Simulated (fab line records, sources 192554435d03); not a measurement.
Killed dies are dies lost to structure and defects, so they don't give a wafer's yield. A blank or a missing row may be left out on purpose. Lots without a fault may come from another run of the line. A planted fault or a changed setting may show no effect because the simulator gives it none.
One fault seen from 2 desks | flow n5_finfet | each desk has only its own numbers; what lay behind them comes last

THE METROLOGY DESK
What the gauges read, lot by lot, whatever tool the lot ran on: means of the sampled wafers that have a number. A lot is out of limits, marked OUT, if its mean lies more than 4 standard deviations from the usual mean; the brackets give that distance.
Columns: A = M9_RS at N5_BEOL_M9_RS_MEAS_57, usual 0.152 ohm/sq
lot  | first seen here | A
L127 | day 10 22:42    | 0.151
L128 | day 10 23:49    | 0.151
L131 | day 13 00:25    | 0.151
L132 | day 13 23:45    | 0.150
L138 | day 15 11:34    | 0.153
L137 | day 15 12:26    | 0.153
L144 | day 16 22:28    | 0.155
L141 | day 17 01:53    | 0.148
L146 | day 17 06:51    | 0.152
L149 | day 17 11:58    | 0.150
This desk's finding: nothing out of limits on any of the 10 lots.

THE TOOL OWNER'S DESK: ald_metal-03
The tool's own readings at N5_BEOL_M9_ALD_74 (deposits TaN, target thk 2 nm, pulse time 2 s, purge time 3 s): means of the sampled wafers that have a number, for each lot that ran on this tool. A lot is out of limits, marked OUT, if its mean lies more than 4 standard deviations from the usual mean; the brackets give that distance.
Columns: A = heater_power_w at N5_BEOL_M9_ALD_74, usual 401 W; B = precursor_vessel_carrier_sccm at N5_BEOL_M9_ALD_74, usual 999.8 sccm
lot  | first seen here | A   | B
L128 | day 10 22:22    | 385 | 1001.3
L132 | day 13 22:00    | 389 | 996.5
L138 | day 15 08:34    | 385 | 997.3
L137 | day 15 10:50    | 381 | 1001.2
L141 | day 16 23:57    | 375 | 1002.2
This desk's finding: nothing out of limits on any of the 5 lots.

PUT TOGETHER
The metrology desk saw nothing out of limits.
The tool owner's desk saw nothing out of limits.

WHAT THE SIMULATOR HAD PUT IN
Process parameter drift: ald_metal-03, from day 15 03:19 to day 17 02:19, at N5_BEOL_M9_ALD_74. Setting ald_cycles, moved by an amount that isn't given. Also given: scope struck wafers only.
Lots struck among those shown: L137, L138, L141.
